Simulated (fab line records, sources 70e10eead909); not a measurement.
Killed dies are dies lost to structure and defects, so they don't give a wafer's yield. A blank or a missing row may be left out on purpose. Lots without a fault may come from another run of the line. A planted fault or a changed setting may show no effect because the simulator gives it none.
Which tool did it? | flow nand_harc | 6 lots, 18 wafers sampled, at 4 steps of a route of 1302

WHAT THE GAUGES READ, wafer by wafer
NHARC_END_SORT_01.
lot  | measured     | on        | killed_at_other
L403 | day 24 19:58 | prober-01 | 4 2 3
L411 | day 28 12:53 | prober-02 | 599 590 589
L421 | day 32 01:13 | prober-01 | 2 0 0
L422 | day 33 14:14 | prober-02 | 1 3 6

WHICH TOOL RAN EACH LOT (tool, then ch and the chambers of the sampled wafers, then the start)
lot  | NHARC_A_BONDPAD_ETCH_34            | NHARC_THIN_TSV_GRIND_00       | NHARC_THIN_TSV_CMP_01
L403 | rie_diel-08 ch 1,2, day 23 15:30   | grinder-01 ch 0, day 24 01:25 | cmp-01 ch 0,2,3, day 24 02:19
L409 | rie_diel-05 ch 1,2,3, day 25 19:11 | grinder-01 ch 0, day 26 07:19 | cmp-01 ch 0,2, day 26 08:20
L411 | rie_diel-03 ch 0,2,3, day 27 07:32 | grinder-01 ch 0, day 27 19:26 | cmp-02 ch 0,1,3, day 27 20:40
L421 | rie_diel-08 ch 0,1,3, day 30 15:41 | grinder-01 ch 0, day 31 04:45 | cmp-03 ch 0,1,2, day 31 05:59
L422 | rie_diel-08 ch 1,2,3, day 31 15:37 | grinder-01 ch 0, day 32 09:44 | cmp-01 ch 1,2,3, day 32 10:59
L425 | rie_diel-03 ch 1,2,3, day 32 16:15 | grinder-01 ch 0, day 33 04:31 | cmp-02 ch 0,2,3, day 33 05:43
- NHARC_A_BONDPAD_ETCH_34: etches the open film in N2/H2, target depth 60 nm, overetch 18 nm, time 65.91 s.
- NHARC_THIN_TSV_GRIND_00
- NHARC_THIN_TSV_CMP_01: polishes.

THE ANSWER, worked out from the rows above alone
Rule: what is usual is taken from the lots themselves. Put in order of their means at a reading, lots are off if they are a third of the lots or fewer, leave a main group of 4 or more, and stand apart from it by a gap of 3 or more times the standard deviation of the main group's means; of several such gaps the widest counts. A main group whose means are all the same, to the digits that the tables above print for the reading, isn't used. A lot without any number at a reading at which 4 lots or more have one is off too. The other lots that the step has rows for count as sound.
No lot is off at any reading shown: from this, nothing can be told.

WHAT THE SIMULATOR HAD PUT IN
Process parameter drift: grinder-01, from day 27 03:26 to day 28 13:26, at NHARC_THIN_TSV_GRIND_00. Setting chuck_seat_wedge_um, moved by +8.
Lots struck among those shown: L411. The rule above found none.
